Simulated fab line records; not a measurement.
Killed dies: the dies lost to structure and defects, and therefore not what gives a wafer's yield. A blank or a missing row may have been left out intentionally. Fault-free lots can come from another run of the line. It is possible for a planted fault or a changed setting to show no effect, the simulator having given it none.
fab line records | flow nand-harc
record lots=14 | wafers=42 | last-day=34
route steps=1302 shown P_M1@309 THIN_TSV@1265 END@1302
lots with no fault: from the same line, run without faults
start-h: hours from the record's first day to the start of the lot's first wafer shown | wait-h: hours since the lot's step before | " unchanged from the row above | L1.1+2: several wafers, shown together as one row | - no value present, or no start provided | * or withheld: withheld | < > ~ a bound
route shown NAME@n: a module of which the file shows steps, and the number in the route of the first | usual: average and standard deviation across the fault-free wafers | same: alike in all rows | chamber/n: place in a boat | sites: per-site readings | _std_site: how widely they spread, as a standard deviation | _edge_site: mean of outer sites minus mean of inner sites | radius-mm: how far each site lies from the wafer's centre | mask NAME#n: copy n | behind: the last tool/chamber to shape the wafer | hold: what put the lot on hold/how long, in hours/how the hold closed | device: which transistor (n, p or np) failed to switch | end of line: tests of these same wafers at the route's end | a step without rows: its recipe alone | killed: dies that structure and defects cost at the first sort, which is not the same as the wafer's yield | map: shows each die of a wafer: x if killed, . if not, _ if none is there
set.NAME: the setting as run; set.NAME@STEP: as run at that earlier step | model.NAME: the simulator's own value behind a step, which no gauge read
a sample of lots followed through the steps of the route, with each step as a table and each wafer as a row
services: the hour from which a tool's chamber was out of use, counted from the record's first day as start-h (under 0 if before that day), plus the number of hours and why
## steps
# step NHARC_P_M1_ECD_22
# recipe target-thk-a=4000 | bath-temp-c=25 | material=Cu
lot.wafer  | tool      | chamber | start-h | wait-h
L208.1+2+6 | ecd-cu-01 | 1,0,0   | 126.85  | -
L209.1+2+6 | ecd-cu-01 | 0,1,1   | 142.20  | -
L210.4+3+5 | ecd-cu-02 | 0,1,0   | 143.05  | -
L211.2+1+4 | ecd-cu-01 | 1,0,1   | 159.05  | -
L212.2+6+5 | ecd-cu-02 | 1,0,1   | 164.04  | -
L215.1+6+5 | ecd-cu-01 | 1,1,0   | 195.03  | -
L221.1+2+5 | ecd-cu-02 | 1,0,1   | 255.86  | -
L222.1+3+4 | ecd-cu-02 | 1,1,0   | 269.82  | -
L223.1+6+5 | ecd-cu-01 | 1,0,1   | 290.20  | -
L224.1+3+5 | ecd-cu-01 | 1,0,0   | 291.43  | -
L227.2+6+5 | ecd-cu-01 | 0,1,0   | 313.54  | -
L229.1+4+6 | ecd-cu-01 | 1,0,1   | 344.31  | -
L230.1+4+6 | ecd-cu-01 | 0       | 347.55  | -
L231.2+3+4 | ecd-cu-01 | 1,0,1   | 354.57  | -
# step NHARC_THIN_TSV_STRIP_45
# recipe power-w=1500 | temp-c=250 | chemistry=O2
# usual drypump-motor-current-A=5.6/0.5 | heater-power-w=351/46
lot.wafer | tool            | chamber | start-h | wait-h | drypump-motor-current-A | heater-power-w | rf-hours-counter-h
L209.2    | plasma-asher-02 | 1       | 548.19  | 0.1    | 5.0                     | 354            | 26
L209.1    | "               | 0       | "       | "      | 6.0                     | 369            | 26
L209.6    | "               | 1       | "       | "      | 5.0                     | 360            | -
L208.2    | plasma-asher-02 | 0       | 552.33  | 0.1    | 6.0                     | 352            | 27
L208.1    | "               | 1       | "       | "      | 5.0                     | 355            | 27
L208.6    | "               | 1       | "       | "      | 5.0                     | 354            | -
L210.4    | plasma-asher-02 | 0       | 562.41  | 0.2    | 6.0                     | 360            | -
L210.3    | "               | 1       | "       | "      | 5.0                     | 351            | -
L210.5    | "               | 0       | "       | "      | 6.0                     | 361            | -
L212.2    | plasma-asher-02 | 0       | 575.77  | 0.2    | 6.0                     | 356            | 31
L212.5    | "               | 1       | "       | "      | 5.0                     | 349            | -
L212.6    | "               | 0       | "       | "      | 6.0                     | 359            | -
L211.1    | plasma-asher-02 | 0       | 576.73  | 0.1    | 6.0                     | 359            | 31
L211.2    | "               | 1       | "       | "      | 5.0                     | 361            | 31
L211.4    | "               | 1       | "       | "      | 5.0                     | 346            | -
L215.1    | plasma-asher-01 | 1       | 608.44  | 0.1    | 5.4                     | 417            | 15
L215.6    | "               | 1       | "       | "      | 5.4                     | 420            | -
L215.5    | "               | 0       | "       | "      | 6.3                     | 274            | -
L221.2    | plasma-asher-01 | 1       | 683.04  | 0.1    | 5.4                     | 415            | 33
L221.1    | "               | 0       | "       | "      | 6.3                     | 272            | 33
L221.5    | "               | 1       | "       | "      | 5.4                     | 418            | -
L222.1    | plasma-asher-01 | 1       | 684.21  | 0.1    | 5.4                     | 414            | 33
L222.4    | "               | 1       | "       | "      | 5.4                     | 415            | -
L222.3    | "               | 0       | "       | "      | 6.2                     | 282            | -
L223.1    | plasma-asher-02 | 0       | 722.54  | 0.1    | 6.0                     | 349            | 23
L223.5    | "               | 0       | "       | "      | 6.0                     | 347            | -
L223.6    | "               | 1       | "       | "      | 5.0                     | 346            | -
L224.1    | plasma-asher-02 | 0       | 723.51  | 0.1    | 6.0                     | 355            | 24
L224.3    | "               | 0       | "       | "      | 6.0                     | 349            | -
L224.5    | "               | 0       | "       | "      | 6.0                     | 358            | -
L227.2    | plasma-asher-02 | 1       | 749.36  | 0.1    | 5.1                     | 351            | 29
L227.6    | "               | 1       | "       | "      | 5.0                     | 349            | -
L227.5    | "               | 0       | "       | "      | 6.0                     | 344            | -
L230.1    | plasma-asher-01 | 1       | 765.91  | 0.1    | 5.4                     | 437            | 10
L230.4    | "               | 0       | "       | "      | 6.3                     | 284            | -
L230.6    | "               | 1       | "       | "      | 5.4                     | 427            | -
L231.2    | plasma-asher-01 | 1       | 776.65  | 0.1    | 5.4                     | 436            | 12
L231.4    | "               | 1       | "       | "      | 5.4                     | 447            | -
L231.3    | "               | 0       | "       | "      | 6.3                     | 275            | -
L229.1    | plasma-asher-01 | 0       | 793.03  | 0.1    | 6.3                     | 288            | 18
L229.4    | "               | 0       | "       | "      | 6.3                     | 277            | -
L229.6    | "               | 0       | "       | "      | 6.3                     | 275            | -
# step NHARC_THIN_TSV_STRIP_56
# recipe power-w=1500 | temp-c=250 | chemistry=O2
# usual drypump-motor-current-A=5.7/0.5 | heater-power-w=351/50
lot.wafer | tool            | chamber | start-h | wait-h | drypump-motor-current-A | heater-power-w | rf-hours-counter-h
L209.1    | plasma-asher-02 | 1       | 553.64  | 0.1    | 5.0                     | 342            | 27
L209.2    | "               | 0       | "       | "      | 6.0                     | 355            | 27
L209.6    | "               | 0       | "       | "      | 6.1                     | 357            | -
L208.2    | plasma-asher-02 | 0       | 557.95  | 0.1    | 6.0                     | 358            | 28
L208.1    | "               | 1       | "       | "      | 5.0                     | 362            | 28
L208.6    | "               | 0       | "       | "      | 6.0                     | 354            | -
L210.4    | plasma-asher-01 | 1       | 567.87  | 0.2    | 5.4                     | 410            | -
L210.3    | "               | 0       | "       | "      | 6.3                     | 276            | -
L210.5    | "               | 1       | "       | "      | 5.4                     | 423            | -
L212.2    | plasma-asher-02 | 1       | 581.30  | 0.2    | 5.0                     | 351            | 34
L212.5    | "               | 0       | "       | "      | 6.0                     | 372            | -
L212.6    | "               | 1       | "       | "      | 5.0                     | 349            | -
L211.1    | plasma-asher-02 | 1       | 582.53  | 0.4    | 5.0                     | 352            | 34
L211.2    | "               | 0       | "       | "      | 6.0                     | 358            | 34
L211.4    | "               | 1       | "       | "      | 5.0                     | 351            | -
L215.1    | plasma-asher-02 | 1       | 614.26  | 0.2    | 5.0                     | 352            | 0
L215.5    | "               | 0       | "       | "      | 6.0                     | 351            | -
L215.6    | "               | 1       | "       | "      | 5.0                     | 345            | -
L221.1    | plasma-asher-01 | 0       | 688.44  | 0.1    | 6.3                     | 278            | 34
L221.2    | "               | 1       | "       | "      | 5.4                     | 412            | 34
L221.5    | "               | 0       | "       | "      | 6.3                     | 276            | -
L222.1    | plasma-asher-02 | 0       | 689.94  | 0.1    | 6.0                     | 348            | 17
L222.4    | "               | 1       | "       | "      | 5.0                     | 352            | -
L222.3    | "               | 0       | "       | "      | 6.1                     | 345            | -
L223.1    | plasma-asher-01 | 1       | 727.96  | 0.1    | 5.4                     | 431            | 4
L223.5    | "               | 0       | "       | "      | 6.2                     | 280            | -
L223.6    | "               | 1       | "       | "      | 5.4                     | 433            | -
L224.1    | plasma-asher-02 | 0       | 729.10  | 0.2    | 6.0                     | 340            | 25
L224.3    | "               | 0       | "       | "      | 6.0                     | 352            | -
L224.5    | "               | 1       | "       | "      | 5.0                     | 352            | -
L227.2    | plasma-asher-01 | 0       | 754.87  | 0.1    | 6.3                     | 281            | 9
L227.5    | "               | 0       | "       | "      | 6.3                     | 278            | -
L227.6    | "               | 1       | "       | "      | 5.4                     | 438            | -
L230.1    | plasma-asher-01 | 0       | 771.41  | 0.1    | 6.2                     | 273            | 11
L230.4    | "               | 0       | "       | "      | 6.3                     | 286            | -
L230.6    | "               | 1       | "       | "      | 5.4                     | 438            | -
L231.2    | plasma-asher-01 | 1       | 782.51  | 0.1    | 5.4                     | 439            | 15
L231.3    | "               | 1       | "       | "      | 5.4                     | 440            | -
L231.4    | "               | 0       | "       | "      | 6.2                     | 280            | -
L229.1    | plasma-asher-02 | 1       | 798.76  | 0.1    | 5.0                     | 368            | 2
L229.4    | "               | 0       | "       | "      | 6.0                     | 367            | -
L229.6    | "               | 1       | "       | "      | 5.0                     | 352            | -
# step NHARC_THIN_TSV_CD_MEAS_37
# usual cd-nm=5000/3.1
lot.wafer | tool      | chamber | start-h | wait-h | cd-nm
L209.1    | cd-sem-01 | -       | 554.44  | -      | 5001
L209.2    | "         | -       | "       | "      | 5001
L209.6    | "         | -       | "       | "      | 5000
L208.1    | cd-sem-01 | -       | 558.75  | -      | 5000
L208.2    | "         | -       | "       | "      | 4998
L208.6    | "         | -       | "       | "      | 5003
L210.3    | cd-sem-02 | -       | 568.58  | -      | 4999
L210.4    | "         | -       | "       | "      | 4994
L210.5    | "         | -       | "       | "      | 5003
L212.2    | cd-sem-01 | -       | 582.05  | -      | 4996
L212.5    | "         | -       | "       | "      | 4995
L212.6    | "         | -       | "       | "      | 4998
L211.1    | cd-sem-02 | -       | 583.32  | -      | 4999
L211.2    | "         | -       | "       | "      | 4998
L211.4    | "         | -       | "       | "      | 4996
L215.1    | cd-sem-03 | -       | 615.01  | -      | 5000
L215.5    | "         | -       | "       | "      | 5004
L215.6    | "         | -       | "       | "      | 5005
L221.1    | cd-sem-02 | -       | 689.24  | -      | 5001
L221.2    | "         | -       | "       | "      | 5001
L221.5    | "         | -       | "       | "      | 5002
L222.1    | cd-sem-03 | -       | 690.71  | -      | 4997
L222.3    | "         | -       | "       | "      | 4997
L222.4    | "         | -       | "       | "      | 5001
L223.1    | cd-sem-01 | -       | 728.71  | -      | 4998
L223.5    | "         | -       | "       | "      | 4995
L223.6    | "         | -       | "       | "      | 5001
L224.1    | cd-sem-03 | -       | 729.85  | -      | 4998
L224.3    | "         | -       | "       | "      | 4996
L224.5    | "         | -       | "       | "      | 4998
L227.2    | cd-sem-02 | -       | 755.67  | -      | 5004
L227.5    | "         | -       | "       | "      | 5003
L227.6    | "         | -       | "       | "      | 5000
L230.1    | cd-sem-01 | -       | 772.15  | -      | 4999
L230.4    | "         | -       | "       | "      | 5000
L230.6    | "         | -       | "       | "      | 4999
L231.2    | cd-sem-02 | -       | 783.30  | -      | 5003
L231.3    | "         | -       | "       | "      | 5008
L231.4    | "         | -       | "       | "      | 5002
L229.1    | cd-sem-01 | -       | 799.51  | -      | 4998
L229.4    | "         | -       | "       | "      | 5001
L229.6    | "         | -       | "       | "      | 5002
# step NHARC_END_SORT_01
# recipe temp-c=25
# usual defect-limited-yield=90/4.1 | killed-at-array=63/27 | killed-at-other=0.7/1.2 | killed-at-periphery=3.1/2 | killed-dies=67/28 | killed-open=3.0/1.9 | killed-short=2.2/1.5
# same gross-dies=677
lot.wafer | tool      | chamber | start-h | wait-h | defect-limited-yield[%] | killed-at-array | killed-at-other | killed-at-periphery | killed-dies | killed-open | killed-short
L222.1    | prober-02 | 0       | 699.24  | 2.5    | 57                      | 48              | 0               | 245                 | 293         | 1           | 3
L222.3    | prober-02 | 0       | 700.84  | 3.1    | 61                      | 46              | 0               | 215                 | 261         | 2           | 0
L222.4    | prober-02 | 0       | 701.64  | 3.4    | 91                      | 54              | 0               | 5                   | 59          | 3           | 1
L221.1    | prober-01 | 0       | 699.25  | 2.5    | 64                      | 32              | 0               | 213                 | 245         | 1           | 2
L221.2    | prober-01 | 0       | 700.04  | 2.8    | 94                      | 37              | 1               | 1                   | 39          | 3           | 2
L221.5    | prober-01 | 0       | 702.43  | 3.7    | 63                      | 28              | 1               | 221                 | 250         | 2           | 0
# killed by level:class
L222.1 P_M1:unspecified=240 A_SLIT:chamber-film-flake=28 A_CONTACT:chamber-film-flake=6 A_CHANNEL_HOLE_D1:chamber-film-flake=3 A_WL_FILL:chamber-film-flake=3 P_GATE:chamber-film-flake=2 A_DECK1_JOINT:chamber-film-flake=2 P_M0:geometric-particle:short=1
L221.1 P_M1:unspecified=211 A_CHANNEL_HOLE_D2:chamber-film-flake=16 A_CONTACT:chamber-film-flake=7 A_CHANNEL_HOLE_D1:chamber-film-flake=5 P_STI:geometric-particle:short=1 A_CHANNEL_FILL_D1:geometric-particle:open=1 A_CHANNEL_FILL_D1:geometric-particle:short=1 P_ZERO_WELL:chamber-film-flake=1
L221.2 A_CHANNEL_HOLE_D2:chamber-film-flake=23 A_CHANNEL_HOLE_D1:chamber-film-flake=5 A_SLIT:chamber-film-flake=2 A_CONTACT:chamber-film-flake=2 P_STI:geometric-particle:short=1 A_CHANNEL_HOLE_D1:geometric-particle:open=1 A_DECK1_JOINT:geometric-particle:short=1 A_SGD_CUT:geometric-particle:open=1
L222.3 P_M1:unspecified=208 A_SLIT:chamber-film-flake=24 A_CONTACT:chamber-film-flake=5 P_M1:chamber-film-flake=5 A_WL_FILL:chamber-film-flake=4 A_CHANNEL_FILL_D1:chamber-film-flake=3 A_CHANNEL_HOLE_D1:chamber-film-flake=3 A_CHANNEL_FILL_D2:geometric-particle:open=2
L222.4 A_SLIT:chamber-film-flake=30 A_CHANNEL_HOLE_D1:chamber-film-flake=8 A_CONTACT:chamber-film-flake=5 A_BLC:chamber-film-flake=4 P_GATE:chamber-film-flake=2 P_M1:chamber-film-flake=2 P_M0:geometric-particle:open=1 A_ONON_D2:geometric-particle:open=1
L221.5 P_M1:unspecified=218 A_CHANNEL_HOLE_D2:chamber-film-flake=15 A_CONTACT:chamber-film-flake=5 A_CHANNEL_HOLE_D1:chamber-film-flake=4 P_GATE:chamber-film-flake=2 A_DECK1_JOINT:geometric-particle:open=1 A_M1:geometric-particle:open=1 P_CONTACT:chamber-film-flake=1
## services
tool            | chamber | start-h | hours | kind
ecd-cu-01       | -       | 132.68  | 0.5   | repair
ecd-cu-01       | -       | 160.00  | 8.0   | pm
plasma-asher-01 | -       | 165.30  | 9.0   | pm
plasma-asher-02 | -       | 195.35  | 3.1   | repair
ecd-cu-02       | -       | 218.47  | 3.9   | repair
ecd-cu-02       | -       | 244.00  | 8.0   | pm
plasma-asher-02 | -       | 249.00  | 9.0   | pm
plasma-asher-01 | -       | 307.26  | 4.2   | repair
ecd-cu-01       | -       | 336.00  | 8.0   | pm
plasma-asher-01 | -       | 342.30  | 9.0   | pm
ecd-cu-02       | -       | 420.00  | 8.0   | pm
plasma-asher-02 | -       | 421.78  | 4.5   | repair
ecd-cu-01       | -       | 424.36  | 1.0   | repair
plasma-asher-01 | -       | 469.08  | 8.6   | repair
plasma-asher-01 | -       | 485.14  | 2.0   | repair
ecd-cu-01       | -       | 512.00  | 8.0   | pm
plasma-asher-01 | -       | 519.39  | 9.0   | pm
plasma-asher-01 | -       | 564.48  | 0.5   | repair
plasma-asher-01 | -       | 578.80  | 3.8   | repair
plasma-asher-02 | -       | 603.23  | 9.0   | pm
ecd-cu-01       | -       | 679.95  | 3.1   | repair
ecd-cu-01       | -       | 688.00  | 8.0   | pm
plasma-asher-01 | -       | 696.39  | 9.0   | pm
plasma-asher-02 | -       | 780.23  | 9.0   | pm
## key
first-sign step=NHARC_END_SORT_01 | reading=killed-at-periphery | direction=up | sigmas=99+ | usual=3.1 | struck=223.5
effect step=NHARC_END_SORT_01 | reading=defect-limited-yield | direction=down | sigmas=7.1 | usual=90 | struck=61
more-kills-born-at NHARC_P_M1_ECD_22@ecd-cu-02=877
met-at NHARC_P_M1_ECD_22
struck-lots L221,L222
struck-wafers L221.1,L221.5,L222.1,L222.3
not-acting-at NHARC_THIN_TSV_STRIP_45,NHARC_THIN_TSV_STRIP_56,NHARC_THIN_TSV_CD_MEAS_37
onset-between 164.04 255.86
fault kind=chamber-particle-source | tool=ecd-cu-02 | chamber=1 | onset-h=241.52 | steps=NHARC_P_M1_ECD_22 | rate-per-visit-cm2=0.44597 | end-h=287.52
